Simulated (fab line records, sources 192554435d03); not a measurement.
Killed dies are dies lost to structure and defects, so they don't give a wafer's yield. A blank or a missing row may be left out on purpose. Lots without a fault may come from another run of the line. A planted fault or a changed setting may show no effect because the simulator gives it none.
Chamber matching | flow n5_finfet | N5_BEOL_M7_STRIP_67 on rie_diel-02: 4 sister chambers
The step strips in CF4. 8 wafers are shown with their chamber, then 8 later ones without.

WAFERS WITH THEIR CHAMBER
wafer  | chamber | drypump_motor_current_A (A) | showerhead_plenum_p_Torr (Torr)
L079.6 | 1       | 5.6                         | 1.88
L078.5 | 2       | 5.1                         | 1.77
L085.1 | 1       | 5.6                         | 1.87
L088.3 | 3       | 4.9                         | 1.76
L088.5 | 2       | 5.1                         | 1.77
L087.5 | 3       | 5.0                         | 1.76
L087.6 | 0       | 6.5                         | 1.82
L092.1 | 0       | 6.5                         | 1.82

WAFERS WITHOUT THEIR CHAMBER
wafer  | drypump_motor_current_A (A) | showerhead_plenum_p_Torr (Torr)
L092.2 | 5.6                         | 1.87
L092.4 | 5.0                         | 1.76
L093.2 | 5.1                         | 1.76
L093.5 | 5.0                         | 1.76
L093.6 | 5.1                         | 1.76
L096.1 | 6.5                         | 1.81
L096.2 | 5.6                         | 1.87
L096.5 | 5.0                         | 1.76

WHICH CHAMBER EACH WENT THROUGH
wafer  | from the rows above     | in truth
L092.2 | 1                       | 1
L092.4 | 3                       | 3
L093.2 | can't be placed: 2 or 3 | 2
L093.5 | 3                       | 3
L093.6 | can't be placed: 2 or 3 | 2
L096.1 | 0                       | 0
L096.2 | 1                       | 1
L096.5 | 3                       | 3
Placed correctly: 6 of 8. Can't be placed from these rows: 2 (the true chamber is among the candidates in 2). Placed wrongly: 0.
How it was worked out, from the rows above alone: a wafer's distance from a chamber is the root of the sum, over the readings, of the square of ((its reading less the chamber's mean) divided by the reading's scatter). The wafer belongs to the nearest chamber; if the next one is less than 2 further off, it can't be placed. A chamber's mean is the mean of its shown wafers. The scatter: the root of (the sum of the squares of (reading less its chamber's mean) over the shown wafers, divided by (wafers less chambers)).
